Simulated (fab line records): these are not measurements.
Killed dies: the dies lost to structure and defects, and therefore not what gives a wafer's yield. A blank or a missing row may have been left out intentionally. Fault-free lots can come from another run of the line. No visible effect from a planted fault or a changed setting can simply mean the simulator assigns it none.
fab line records	flow nandHarc
record: lots: 24	wafers: 72	lastDay: 24
route steps=1159 shown A_SLIT@795 A_WL_FILL@839 A_CONTACT@855
lots untouched by any fault: they come from a run of this same line in which no faults occurred
startH: hours from the record's first day to the start of the lot's first wafer shown	waitH: how many hours have passed since the lot's step before this one	" same as the row above	L1.1+2: a single row standing in for several wafers	- no value, or no start given	* or withheld: withheld	< > ~ a bound
route shown NAME@n: a module of which the file shows steps, and the number in the route of the first	usual: mean/standard deviation taken from wafers without a fault	same: alike in all rows	chamber/n: place in a boat	sites: per-site readings	_std_site: standard deviation of those values	_edge_site: the outer-site mean with the inner-site mean subtracted	radiusMm: for every site, how far away it sits from the centre of the wafer	mask NAME#n: copy n	behind: the last tool/chamber to shape the wafer	hold: what put the lot on hold/how long, in hours/how the hold closed	device: which transistor (n, p or np) failed to switch	end of line: tests of these same wafers at the route's end	a step given without rows: its recipe and nothing more	killed: not the wafer's yield, but the dies lost to structure and defects at the first sort	map: the dies of a wafer, with x for killed, . for not killed, _ for no die there
set.NAME: the run value of the setting; set.NAME@STEP: its run value at that earlier step	model.NAME: the simulator's own value behind a step, which no gauge read
a sample of lots followed through the steps of the route, with each step as a table and each wafer as a row
services: a tool's chamber out of use, with start hour (startH, from the record's first day; less than 0 if before it), hours out, and reason
== steps ==
step: NHARC_A_SLIT_ETCH_15
recipe: targetDepthA: 32000	overEtchFrac: 0.3	timeS: 832	ionEnergyEv: 150	o2FlowSccm: 400	cosFlowSccm: 20	arFlowSccm: 0	rfW: 500	biasW: 300	chemistry: O2/COS
usual: drypumpMotorCurrentA: 5.7/0.43	oesProductAu: 1.002/0.012	rfVppV: 314.8/1.9	showerheadPlenumPTorr: 3.17/0.12	throttleValvePct: 28.329/0.0081
lot.wafer	tool	chamber	startH	waitH	drypumpMotorCurrentA	oesProductAu	rfHoursCounterH	rfVppV	showerheadPlenumPTorr	throttleValvePct
L074.1	rieDiel-01	1	-	-	6.3	1.004	0	315.2	3.14	28.331
L074.6	"	2	"	"	5.2	1.018	-	317.9	3.35	28.317
L074.5	"	3	"	"	5.9	1.013	-	315.5	3.25	28.327
L076.4	rieDiel-03	3	-	-	5.8	0.977	8	316.3	3.22	28.326
L076.2	"	0	"	"	5.5	0.981	8	316.2	3.24	28.327
L076.1	"	1	"	"	5.6	1.014	8	317.4	3.33	28.330
L075.2	rieDiel-02	1	324.85	0.1	6.1	0.995	14	311.4	3.07	28.339
L075.3	"	1	"	"	6.1	1.007	-	314.5	3.07	28.327
L075.4	"	3	"	"	4.8	1.013	-	312.4	3.08	28.319
L078.3	rieDiel-01	0	-	-	6.0	0.970	0	311.4	2.95	28.336
L078.5	"	1	"	"	6.3	1.008	-	315.0	3.14	28.327
L078.6	"	2	"	"	5.2	0.998	-	318.1	3.35	28.312
L079.3	rieDiel-01	1	-	-	6.3	1.004	2	314.2	3.14	28.329
L079.2	"	3	"	"	5.8	1.014	1	315.5	3.25	28.327
L079.6	"	0	"	"	6.0	0.984	-	311.1	2.95	28.331
L077.2	rieDiel-03	2	-	-	5.8	1.003	10	314.9	3.18	28.317
L077.3	"	1	"	"	5.6	1.010	9	317.4	3.32	28.334
L077.5	"	1	"	"	5.6	1.015	-	316.7	3.32	28.322
L080.2	rieDiel-03	3	-	-	5.8	0.982	10	316.3	3.22	28.332
L080.1	"	0	"	"	5.5	0.975	10	316.0	3.24	28.330
L080.6	"	2	"	"	5.9	1.002	-	315.1	3.18	28.327
L082.3	rieDiel-02	2	-	-	5.6	1.010	1	311.6	3.01	28.332
L082.6	"	1	"	"	6.1	1.005	-	313.2	3.07	28.324
L082.4	"	2	"	"	5.7	1.000	-	311.7	3.01	28.330
L081.3	rieDiel-03	0	-	-	5.5	0.975	11	317.0	3.24	28.344
L081.2	"	1	"	"	5.6	1.027	11	316.7	3.32	28.337
L081.5	"	3	"	"	5.8	0.991	-	313.9	3.22	28.326
L083.2	rieDiel-02	2	-	-	5.7	0.995	3	313.7	3.01	28.332
L083.5	"	2	"	"	5.6	0.999	-	312.1	3.01	28.341
L083.6	"	3	"	"	4.8	0.992	-	314.0	3.07	28.328
L084.1	rieDiel-01	1	-	-	6.3	1.001	5	313.8	3.14	28.331
L084.4	"	0	"	"	6.0	0.987	3	311.6	2.95	28.325
L084.5	"	1	"	"	6.3	1.006	-	316.0	3.14	28.350
L087.4	rieDiel-02	1	-	-	6.1	0.996	4	313.9	3.07	28.333
L087.2	"	2	"	"	5.6	1.005	4	313.8	3.01	28.345
L087.3	"	3	"	"	4.8	1.000	4	314.2	3.07	28.336
L085.2	rieDiel-01	1	-	-	6.2	0.998	6	313.5	3.14	28.323
L085.3	"	2	"	"	5.2	1.011	7	318.0	3.34	28.344
L085.6	"	2	"	"	5.2	1.008	-	316.1	3.34	28.323
L088.4	rieDiel-01	2	-	-	5.2	1.011	7	317.4	3.34	28.335
L088.1	"	0	"	"	6.0	0.988	4	311.5	2.95	28.342
L088.5	"	3	"	"	5.8	1.003	-	315.5	3.25	28.339
L086.4	rieDiel-02	0	-	-	5.8	1.014	2	316.5	3.27	28.315
L086.3	"	3	"	"	4.8	0.990	5	313.2	3.07	28.323
L086.5	"	1	"	"	6.1	1.001	-	313.4	3.06	28.331
L089.2	rieDiel-01	3	-	-	5.9	1.017	7	314.8	3.24	28.344
L089.3	"	0	"	"	6.0	0.995	5	311.9	2.95	28.326
L089.6	"	2	"	"	5.2	1.012	-	315.7	3.34	28.343
L090.1	rieDiel-03	3	-	-	5.8	0.986	1	315.2	3.21	28.327
L090.3	"	2	"	"	5.9	0.989	1	315.3	3.17	28.333
L090.5	"	0	"	"	5.5	0.998	-	316.3	3.24	28.337
L091.2	rieDiel-01	1	-	-	6.3	1.011	8	315.3	3.13	28.322
L091.3	"	2	"	"	5.2	1.014	9	316.9	3.34	28.339
L091.4	"	0	"	"	6.0	0.998	6	312.2	2.95	28.345
L093.1	rieDiel-02	2	-	-	5.6	1.007	6	312.4	3.01	28.311
L093.6	"	3	"	"	4.8	0.994	-	314.9	3.07	28.317
L093.5	"	0	"	"	5.8	1.010	-	316.2	3.27	28.325
L094.1	rieDiel-01	1	-	-	6.3	1.005	9	314.7	3.13	28.320
L094.4	"	2	"	"	5.2	1.010	9	316.7	3.34	28.333
L094.6	"	0	"	"	6.0	0.998	-	312.2	2.95	28.332
L092.4	rieDiel-02	2	-	-	5.7	1.003	7	312.7	3.01	28.331
L092.2	"	3	"	"	4.8	0.994	7	312.2	3.07	28.320
L092.1	"	0	"	"	5.7	1.003	4	316.4	3.27	28.321
L095.2	rieDiel-01	2	-	-	5.2	1.003	12	316.8	3.34	28.337
L095.3	"	3	"	"	5.9	0.999	10	317.3	3.24	28.331
L095.6	"	3	"	"	5.9	1.013	-	315.7	3.24	28.331
L096.4	rieDiel-01	2	-	-	5.2	1.011	13	316.3	3.34	28.314
L096.3	"	3	"	"	5.9	1.005	12	316.0	3.24	28.324
L096.6	"	3	"	"	5.9	1.019	-	315.6	3.24	28.322
L097.2	rieDiel-01	3	-	-	5.9	1.025	12	315.0	3.24	28.320
L097.3	"	1	"	"	6.3	1.007	12	314.6	3.13	28.330
L097.5	"	3	"	"	5.9	1.012	-	316.3	3.24	28.342
step: NHARC_A_WL_FILL_INSPECT_15
usual: rawDefectCount: 364/110
lot.wafer	tool	chamber	startH	waitH	rawDefectCount
L074.1	defectInspect-01	-	365.58	0.0	393
L074.5	"	-	"	"	486
L074.6	"	-	"	"	316
L075.2	defectInspect-02	-	366.10	0.0	418
L075.3	"	-	"	"	574
L075.4	"	-	"	"	380
L076.1	defectInspect-01	-	369.97	0.0	365
L076.2	"	-	"	"	300
L076.4	"	-	"	"	374
L079.2	defectInspect-02	-	380.75	0.0	368
L079.3	"	-	"	"	426
L079.6	"	-	"	"	273
L078.3	defectInspect-01	-	383.25	0.0	760
L078.5	"	-	"	"	310
L078.6	"	-	"	"	362
L077.2	defectInspect-02	-	389.13	0.0	362
L077.3	"	-	"	"	354
L077.5	"	-	"	"	471
L080.1	defectInspect-02	-	394.54	0.0	244
L080.2	"	-	"	"	320
L080.6	"	-	"	"	288
L082.3	defectInspect-02	-	398.11	0.1	542
L082.4	"	-	"	"	603
L082.6	"	-	"	"	435
L081.2	defectInspect-02	-	405.65	0.0	370
L081.3	"	-	"	"	598
L081.5	"	-	"	"	291
L083.2	defectInspect-02	-	420.07	0.0	376
L083.5	"	-	"	"	381
L083.6	"	-	"	"	326
L084.1	defectInspect-01	-	422.17	0.0	346
L084.4	"	-	"	"	409
L084.5	"	-	"	"	270
L085.2	defectInspect-01	-	431.36	0.0	526
L085.3	"	-	"	"	272
L085.6	"	-	"	"	220
L088.1	defectInspect-02	-	434.34	0.0	282
L088.4	"	-	"	"	525
L088.5	"	-	"	"	352
L087.2	defectInspect-02	-	435.68	0.0	634
L087.3	"	-	"	"	322
L087.4	"	-	"	"	294
L086.3	defectInspect-01	-	442.23	0.0	183
L086.4	"	-	"	"	336
L086.5	"	-	"	"	311
L089.2	defectInspect-01	-	448.14	0.0	292
L089.3	"	-	"	"	300
L089.6	"	-	"	"	251
L090.1	defectInspect-01	-	458.29	0.0	324
L090.3	"	-	"	"	285
L090.5	"	-	"	"	282
L091.2	defectInspect-01	-	459.41	0.0	373
L091.3	"	-	"	"	357
L091.4	"	-	"	"	453
L094.1	defectInspect-02	-	464.82	0.1	522
L094.4	"	-	"	"	456
L094.6	"	-	"	"	581
L093.1	defectInspect-02	-	467.84	0.0	229
L093.5	"	-	"	"	305
L093.6	"	-	"	"	321
L092.1	defectInspect-01	-	479.03	0.0	372
L092.2	"	-	"	"	300
L092.4	"	-	"	"	515
L095.2	defectInspect-02	-	491.38	0.0	360
L095.3	"	-	"	"	321
L095.6	"	-	"	"	226
L097.2	defectInspect-02	-	504.08	0.0	465
L097.3	"	-	"	"	346
L097.5	"	-	"	"	250
L096.3	defectInspect-02	-	505.04	0.0	574
L096.4	"	-	"	"	650
L096.6	"	-	"	"	614
step: NHARC_A_CONTACT_OVL_MEAS_43
usual: overlayXNm: 0.1/0.82	overlayYNm: 0.2/0.87
lot.wafer	tool	chamber	startH	waitH	overlayXNm	overlayYNm
L074.1	overlay-02	-	372.04	-	-0.3	1.1
L074.5	"	-	"	"	-0.5	0.5
L074.6	"	-	"	"	-0.3	0.7
L075.2	overlay-02	-	372.32	-	0.1	1.1
L075.3	"	-	"	"	0.0	1.8
L075.4	"	-	"	"	-0.4	1.5
L076.1	overlay-02	-	374.96	-	-1.2	0.4
L076.2	"	-	"	"	-0.7	0.8
L076.4	"	-	"	"	-1.3	0.0
L079.2	overlay-02	-	384.61	-	1.1	1.4
L079.3	"	-	"	"	0.5	1.1
L079.6	"	-	"	"	0.9	1.3
L078.3	overlay-02	-	387.05	-	-0.1	-1.6
L078.5	"	-	"	"	0.5	-0.9
L078.6	"	-	"	"	0.3	-1.1
L077.2	overlay-02	-	392.71	-	0.0	0.6
L077.3	"	-	"	"	0.2	0.3
L077.5	"	-	"	"	1.0	0.5
L080.1	overlay-02	-	400.16	-	0.0	-0.7
L080.2	"	-	"	"	0.5	-0.6
L080.6	"	-	"	"	0.5	-0.7
L082.3	overlay-02	-	402.36	-	0.6	1.2
L082.4	"	-	"	"	1.0	0.2
L082.6	"	-	"	"	0.6	0.4
L081.2	overlay-02	-	410.56	-	0.1	-0.2
L081.3	"	-	"	"	0.3	0.0
L081.5	"	-	"	"	0.4	0.3
L083.2	overlay-01	-	424.37	-	0.1	0.8
L083.5	"	-	"	"	0.2	0.7
L083.6	"	-	"	"	0.5	0.5
L084.1	overlay-01	-	426.53	-	0.2	-1.4
L084.4	"	-	"	"	0.3	-1.8
L084.5	"	-	"	"	0.5	-1.3
L085.2	overlay-02	-	434.95	-	-0.3	0.6
L085.3	"	-	"	"	-0.6	0.4
L085.6	"	-	"	"	-0.6	0.6
L088.1	overlay-02	-	438.02	-	1.2	1.3
L088.4	"	-	"	"	0.7	0.7
L088.5	"	-	"	"	1.1	0.7
L087.2	overlay-02	-	440.23	-	2.6	0.0
L087.3	"	-	"	"	2.5	0.3
L087.4	"	-	"	"	2.5	-0.5
L086.3	overlay-01	-	445.86	-	-0.4	0.3
L086.4	"	-	"	"	-0.9	0.5
L086.5	"	-	"	"	-0.4	0.4
L089.2	overlay-02	-	451.93	-	-1.2	0.7
L089.3	"	-	"	"	-1.0	0.8
L089.6	"	-	"	"	-1.3	0.7
L090.1	overlay-01	-	463.78	-	-0.8	-0.5
L090.3	"	-	"	"	0.1	0.3
L090.5	"	-	"	"	0.0	-0.2
L091.2	overlay-02	-	465.66	-	-1.6	1.7
L091.3	"	-	"	"	-0.8	1.9
L091.4	"	-	"	"	-1.7	1.9
L094.1	overlay-02	-	468.58	-	1.1	0.9
L094.4	"	-	"	"	0.9	0.6
L094.6	"	-	"	"	1.3	0.8
L093.1	overlay-01	-	471.44	-	-0.3	-0.7
L093.5	"	-	"	"	-0.1	-1.3
L093.6	"	-	"	"	0.2	-0.6
L092.1	overlay-01	-	489.35	-	-0.6	0.6
L092.2	"	-	"	"	-0.3	0.4
L092.4	"	-	"	"	-0.6	0.3
L095.2	overlay-02	-	495.31	-	0.4	0.4
L095.3	"	-	"	"	0.1	-0.3
L095.6	"	-	"	"	0.3	0.1
L097.2	overlay-01	-	508.26	-	-0.3	0.2
L097.3	"	-	"	"	0.0	-0.8
L097.5	"	-	"	"	-0.2	-0.6
L096.3	overlay-01	-	508.82	-	-0.3	-0.5
L096.4	"	-	"	"	-0.3	-0.1
L096.6	"	-	"	"	-0.8	0.1
step: NHARC_A_CONTACT_DESCUM_47
recipe: timeS: 3	o2FlowSccm: 200	arFlowSccm: 0	biasPowerW: 0	chemistry: O2
usual: drypumpMotorCurrentA: 5.56/0.3	oesProductAu: 1.000/0.012	rfVppV: 57.6/0.88	showerheadPlenumPTorr: 1.88/0.093	throttleValvePct: 11.311/0.0086
lot.wafer	tool	chamber	startH	waitH	drypumpMotorCurrentA	oesProductAu	rfHoursCounterH	rfVppV	showerheadPlenumPTorr	throttleValvePct
L074.1	rieDiel-06	0	372.14	0.1	5.40	1.009	45	57.0	1.77	11.318
L074.6	"	0	"	"	5.41	1.016	-	57.0	1.77	11.319
L074.5	"	1	"	"	6.07	0.997	-	57.6	1.91	11.306
L075.4	rieDiel-05	1	372.42	0.1	5.43	0.993	4	59.5	1.88	11.322
L075.2	"	2	"	"	5.73	1.004	3	57.2	2.01	11.308
L075.3	"	3	"	"	5.39	1.015	5	60.0	2.06	11.311
L076.2	rieDiel-06	1	375.12	0.1	6.09	1.002	47	58.0	1.91	11.311
L076.1	"	2	"	"	6.06	0.995	45	57.5	1.83	11.309
L076.4	"	3	"	"	5.79	0.986	45	60.2	2.00	11.304
L079.3	rieDiel-11	2	384.71	0.1	5.21	1.002	2	57.2	1.88	11.328
L079.2	"	0	"	"	5.62	1.017	2	57.5	1.77	11.312
L079.6	"	1	"	"	5.77	1.013	-	57.7	1.86	11.313
L078.3	rieDiel-11	2	387.14	0.1	5.20	1.003	3	59.0	1.88	11.316
L078.5	"	2	"	"	5.18	0.995	-	56.3	1.88	11.299
L078.6	"	3	"	"	5.13	0.987	-	57.7	1.81	11.312
L077.3	rieDiel-05	1	392.81	0.1	5.43	0.995	12	57.1	1.88	11.320
L077.2	"	3	"	"	5.39	1.017	12	58.1	2.05	11.308
L077.5	"	2	"	"	5.71	1.012	-	58.0	2.01	11.308
L080.2	rieDiel-11	0	400.27	0.1	5.60	1.016	6	56.7	1.77	11.296
L080.1	"	2	"	"	5.23	0.994	5	56.7	1.88	11.324
L080.6	"	3	"	"	5.12	1.013	-	58.1	1.81	11.318
L082.3	rieDiel-05	0	402.46	0.1	5.62	0.981	18	57.1	1.80	11.311
L082.4	"	1	"	"	5.43	0.984	17	59.1	1.87	11.295
L082.6	"	0	"	"	5.64	0.989	-	58.1	1.80	11.297
L081.3	rieDiel-06	2	410.68	0.1	6.07	0.986	63	56.6	1.82	11.322
L081.2	"	3	"	"	5.73	0.981	62	56.3	1.99	11.311
L081.5	"	0	"	"	5.42	1.005	-	56.3	1.76	11.303
L083.2	rieDiel-05	2	424.51	0.1	5.74	1.014	25	58.0	2.00	11.316
L083.6	"	3	"	"	5.36	1.029	-	57.8	2.05	11.298
L083.5	"	0	"	"	5.62	0.986	-	57.8	1.80	11.300
L084.4	rieDiel-11	0	426.63	0.1	5.61	1.017	10	58.3	1.77	11.316
L084.1	"	1	"	"	5.77	1.006	8	56.7	1.86	11.302
L084.5	"	0	"	"	5.61	1.012	-	56.8	1.77	11.307
L085.3	rieDiel-11	1	435.06	0.1	5.77	0.992	10	57.6	1.86	11.320
L085.2	"	3	"	"	5.11	1.001	11	58.6	1.81	11.311
L085.6	"	1	"	"	5.79	0.989	-	56.9	1.86	11.311
L088.4	rieDiel-11	3	438.12	0.1	5.14	1.002	12	56.9	1.81	11.309
L088.1	"	0	"	"	5.60	0.989	13	57.5	1.77	11.312
L088.5	"	3	"	"	5.14	0.998	-	56.3	1.81	11.318
L087.2	rieDiel-05	1	440.33	0.1	5.43	0.981	28	57.6	1.87	11.322
L087.4	"	2	"	"	5.72	1.023	29	59.3	2.00	11.306
L087.3	"	3	"	"	5.37	1.026	30	57.6	2.05	11.316
L086.3	rieDiel-05	1	445.98	0.1	5.42	0.985	30	58.4	1.87	11.298
L086.4	"	2	"	"	5.73	1.014	31	57.8	2.00	11.302
L086.5	"	3	"	"	5.35	1.031	-	57.5	2.05	11.309
L089.3	rieDiel-06	1	452.03	0.1	6.08	0.989	12	57.0	1.90	11.320
L089.2	"	2	"	"	6.07	0.991	10	56.7	1.82	11.309
L089.6	"	1	"	"	6.07	0.993	-	57.5	1.90	11.290
L090.3	rieDiel-11	2	463.90	0.1	5.19	1.007	17	57.7	1.88	11.317
L090.1	"	3	"	"	5.12	1.017	17	57.4	1.81	11.301
L090.5	"	0	"	"	5.63	1.003	-	56.4	1.76	11.324
L091.3	rieDiel-11	1	465.75	0.1	5.77	0.999	16	58.7	1.86	11.309
L091.2	"	2	"	"	5.21	1.004	17	57.6	1.88	11.325
L091.4	"	3	"	"	5.12	1.011	18	57.0	1.81	11.318
L094.1	rieDiel-06	0	468.68	0.1	5.39	1.000	21	58.0	2.07	11.312
L094.4	"	1	"	"	6.07	0.977	-	57.0	1.89	11.304
L094.6	"	3	"	"	5.73	0.994	-	57.9	1.99	11.315
L093.1	rieDiel-06	1	471.55	0.1	6.10	0.989	22	58.4	1.89	11.320
L093.5	"	0	"	"	5.39	0.999	-	57.8	2.07	11.316
L093.6	"	1	"	"	6.12	0.987	-	58.3	1.89	11.310
L092.2	rieDiel-11	3	489.44	0.1	5.12	1.007	22	59.1	1.80	11.313
L092.1	"	0	"	"	5.62	1.004	21	57.3	1.76	11.319
L092.4	"	1	"	"	5.77	0.989	21	57.2	1.85	11.303
L095.2	rieDiel-11	0	495.41	0.1	5.64	1.006	22	57.0	1.76	11.302
L095.3	"	1	"	"	5.78	0.985	22	57.0	1.85	11.303
L095.6	"	3	"	"	5.13	1.002	-	58.9	1.81	11.309
L097.3	rieDiel-11	0	508.36	0.1	5.62	0.996	23	57.3	1.76	11.307
L097.2	"	2	"	"	5.20	1.002	24	56.9	1.87	11.318
L097.5	"	3	"	"	5.11	0.996	-	57.3	1.80	11.314
L096.4	rieDiel-06	3	508.92	0.1	5.78	0.991	12	57.7	1.99	11.312
L096.3	"	1	"	"	6.10	0.998	35	57.3	1.89	11.327
L096.6	"	3	"	"	5.78	0.992	-	57.3	1.99	11.318
step: NHARC_A_CONTACT_ETCH_111
recipe: sourceW: withheld	pressureMtorr: 20	biasV: withheld	timeS: 140	targetDepthA: 7000	arFlowSccm: withheld	c4f8FlowSccm: withheld	o2FlowSccm: withheld	chemistry: C4F8/O2/Ar
usual: oesAirLineAu: 0.998/0.018
lot.wafer	tool	chamber	startH	waitH	oesAirLineAu	rfHoursCounterH
L075.2	harCapEtch-02	0	373.74	-	1.028	8
L075.4	"	1	"	"	0.997	-
L075.3	"	0	"	"	1.008	-
L074.1	harCapEtch-03	1	373.95	-	1.005	81
L074.6	"	0	"	"	1.000	-
L074.5	"	1	"	"	1.002	-
L076.1	harCapEtch-03	1	376.37	-	0.989	82
L076.2	"	0	"	"	0.951	82
L076.4	"	0	"	"	0.950	-
L079.2	harCapEtch-03	1	385.96	-	1.016	84
L079.3	"	1	"	"	0.981	-
L079.6	"	0	"	"	0.993	-
L078.3	harCapEtch-03	1	388.46	-	0.981	-
L078.5	"	1	"	"	0.984	-
L078.6	"	0	"	"	1.009	-
L077.2	harCapEtch-03	0	394.07	-	0.995	87
L077.3	"	0	"	"	1.018	-
L077.5	"	0	"	"	1.012	-
L080.2	harCapEtch-03	0	401.76	-	0.978	88
L080.1	"	1	"	"	1.007	88
L080.6	"	1	"	"	0.984	-
L082.3	harCapEtch-01	0	403.81	-	1.046	-
L082.4	"	1	"	"	0.990	-
L082.6	"	0	"	"	1.042	-
L081.2	harCapEtch-03	1	411.95	-	1.015	90
L081.3	"	1	"	"	1.011	-
L081.5	"	0	"	"	1.029	-
L083.2	harCapEtch-01	1	426.04	-	1.018	67
L083.5	"	1	"	"	0.981	-
L083.6	"	0	"	"	0.980	-
L084.1	harCapEtch-02	0	427.88	-	1.018	19
L084.4	"	0	"	"	0.979	-
L084.5	"	0	"	"	1.010	-
L085.2	harCapEtch-03	0	436.44	-	1.016	93
L085.3	"	0	"	"	0.991	-
L085.6	"	0	"	"	0.990	-
L088.1	harCapEtch-01	0	439.45	-	0.998	70
L088.4	"	1	"	"	0.992	-
L088.5	"	1	"	"	0.995	-
L087.2	harCapEtch-03	0	441.71	-	0.989	94
L087.3	"	1	"	"	1.002	-
L087.4	"	0	"	"	0.976	-
L086.3	harCapEtch-03	0	447.46	-	1.007	-
L086.4	"	1	"	"	1.043	-
L086.5	"	1	"	"	1.006	-
L089.2	harCapEtch-02	0	453.52	-	1.010	25
L089.3	"	1	"	"	1.019	-
L089.6	"	0	"	"	1.002	-
L090.1	harCapEtch-03	1	465.14	-	1.019	98
L090.3	"	1	"	"	0.987	-
L090.5	"	1	"	"	0.985	-
L091.2	harCapEtch-02	1	467.06	-	1.019	28
L091.4	"	0	"	"	1.010	-
L091.3	"	1	"	"	1.008	-
L094.1	harCapEtch-03	0	470.24	-	0.988	99
L094.4	"	0	"	"	0.968	-
L094.6	"	0	"	"	0.981	-
L093.1	harCapEtch-02	1	473.28	-	0.979	29
L093.6	"	0	"	"	1.009	-
L093.5	"	1	"	"	0.987	-
L092.1	harCapEtch-02	0	490.77	-	1.010	31
L092.2	"	1	"	"	0.995	31
L092.4	"	0	"	"	0.990	-
L095.2	harCapEtch-03	1	496.67	-	0.997	104
L095.3	"	0	"	"	0.996	-
L095.6	"	0	"	"	0.999	-
L097.2	harCapEtch-02	1	509.65	-	0.995	33
L097.3	"	0	"	"	0.999	-
L097.5	"	0	"	"	1.016	-
L096.3	harCapEtch-01	0	510.24	-	0.995	-
L096.4	"	1	"	"	0.998	-
L096.6	"	0	"	"	0.980	-
step: NHARC_A_CONTACT_ETCH_116
recipe: sourceW: withheld	pressureMtorr: 20	biasV: 3000	timeS: 94	targetDepthA: 9220	arFlowSccm: withheld	c4f8FlowSccm: withheld	o2FlowSccm: withheld	chemistry: C4F8/O2/Ar
usual: oesAirLineAu: 0.994/0.021
lot.wafer	tool	chamber	startH	waitH	oesAirLineAu	rfHoursCounterH
L075.2	harCapEtch-02	0	374.29	0.1	0.984	8
L075.4	"	1	"	"	1.001	-
L075.3	"	0	"	"	0.994	-
L074.1	harCapEtch-03	1	374.49	0.1	0.969	81
L074.6	"	0	"	"	0.966	-
L074.5	"	1	"	"	1.000	-
L076.1	harCapEtch-03	1	376.93	0.1	0.984	82
L076.2	"	0	"	"	0.989	82
L076.4	"	0	"	"	1.004	-
L079.2	harCapEtch-03	1	386.53	0.1	1.007	85
L079.3	"	1	"	"	1.006	-
L079.6	"	0	"	"	0.994	-
L078.3	harCapEtch-03	1	388.99	0.1	0.978	-
L078.5	"	1	"	"	0.953	-
L078.6	"	0	"	"	0.977	-
L077.2	harCapEtch-03	0	394.63	0.1	0.953	87
L077.3	"	0	"	"	0.986	-
L077.5	"	0	"	"	0.981	-
L080.2	harCapEtch-03	0	402.32	0.1	0.982	88
L080.1	"	1	"	"	1.003	88
L080.6	"	1	"	"	0.978	-
L082.3	harCapEtch-01	0	404.34	0.1	1.015	-
L082.4	"	1	"	"	0.992	-
L082.6	"	0	"	"	1.013	-
L081.2	harCapEtch-03	1	412.49	0.1	0.982	90
L081.3	"	1	"	"	0.997	-
L081.5	"	0	"	"	1.007	-
L083.2	harCapEtch-01	1	426.60	0.1	0.976	68
L083.5	"	1	"	"	0.998	-
L083.6	"	0	"	"	1.004	-
L084.1	harCapEtch-02	0	428.44	0.1	0.978	20
L084.4	"	0	"	"	0.985	-
L084.5	"	0	"	"	0.977	-
L085.2	harCapEtch-03	0	436.98	0.1	1.031	94
L085.3	"	0	"	"	0.990	-
L085.6	"	0	"	"	1.022	-
L088.1	harCapEtch-01	0	440.00	0.1	1.012	70
L088.4	"	1	"	"	0.992	-
L088.5	"	1	"	"	1.017	-
L087.2	harCapEtch-03	0	442.44	0.1	0.985	95
L087.3	"	1	"	"	0.978	-
L087.4	"	0	"	"	0.983	-
L086.3	harCapEtch-03	0	447.99	0.1	0.985	-
L086.4	"	1	"	"	0.973	-
L086.5	"	1	"	"	0.976	-
L089.2	harCapEtch-02	0	454.08	0.1	0.996	26
L089.3	"	1	"	"	1.014	-
L089.6	"	0	"	"	1.000	-
L090.1	harCapEtch-03	1	465.70	0.1	0.964	99
L090.3	"	1	"	"	0.989	-
L090.5	"	1	"	"	0.988	-
L091.2	harCapEtch-02	1	467.61	0.1	1.004	28
L091.4	"	0	"	"	0.967	-
L091.3	"	1	"	"	0.978	-
L094.1	harCapEtch-03	0	470.80	0.1	1.020	100
L094.4	"	0	"	"	0.976	-
L094.6	"	0	"	"	0.977	-
L093.1	harCapEtch-02	1	473.83	0.1	0.986	29
L093.6	"	0	"	"	0.978	-
L093.5	"	1	"	"	0.981	-
L092.1	harCapEtch-02	0	491.33	0.1	1.023	31
L092.2	"	1	"	"	1.008	31
L092.4	"	0	"	"	0.960	-
L095.2	harCapEtch-03	1	497.24	0.1	0.955	104
L095.3	"	0	"	"	0.971	-
L095.6	"	0	"	"	0.978	-
L097.2	harCapEtch-02	1	510.21	0.1	1.038	34
L097.3	"	0	"	"	1.040	-
L097.5	"	0	"	"	1.013	-
L096.3	harCapEtch-01	0	510.76	0.1	1.014	-
L096.4	"	1	"	"	1.013	-
L096.6	"	0	"	"	0.994	-
== services ==
tool	chamber	startH	hours	kind
rieDiel-01	0	303.49	28.0	repair
harCapEtch-02	-	305.00	17.0	pm
rieDiel-03	2	312.41	6.7	repair
rieDiel-01	-	314.87	9.0	pm
rieDiel-02	2	324.44	2.0	repair
rieDiel-02	-	327.97	9.0	pm
harCapEtch-01	-	328.83	0.3	repair
rieDiel-03	3	331.94	9.1	repair
rieDiel-05	-	348.55	9.0	pm
harCapEtch-01	-	363.27	0.3	repair
rieDiel-02	1	365.41	3.8	repair
rieDiel-11	-	366.50	9.0	pm
rieDiel-02	-	368.12	0.2	repair
rieDiel-03	3	385.29	3.2	repair
rieDiel-11	2	389.44	2.3	repair
rieDiel-06	1	401.58	7.4	repair
rieDiel-06	-	418.21	9.0	pm
rieDiel-06	2	465.01	7.0	repair
rieDiel-11	0	469.31	12.6	repair
rieDiel-06	3	471.49	6.7	repair
harCapEtch-03	-	471.93	0.8	repair
rieDiel-02	-	484.05	3.1	repair
rieDiel-01	-	491.87	9.0	pm
rieDiel-02	-	504.97	9.0	pm
== key ==
fault none
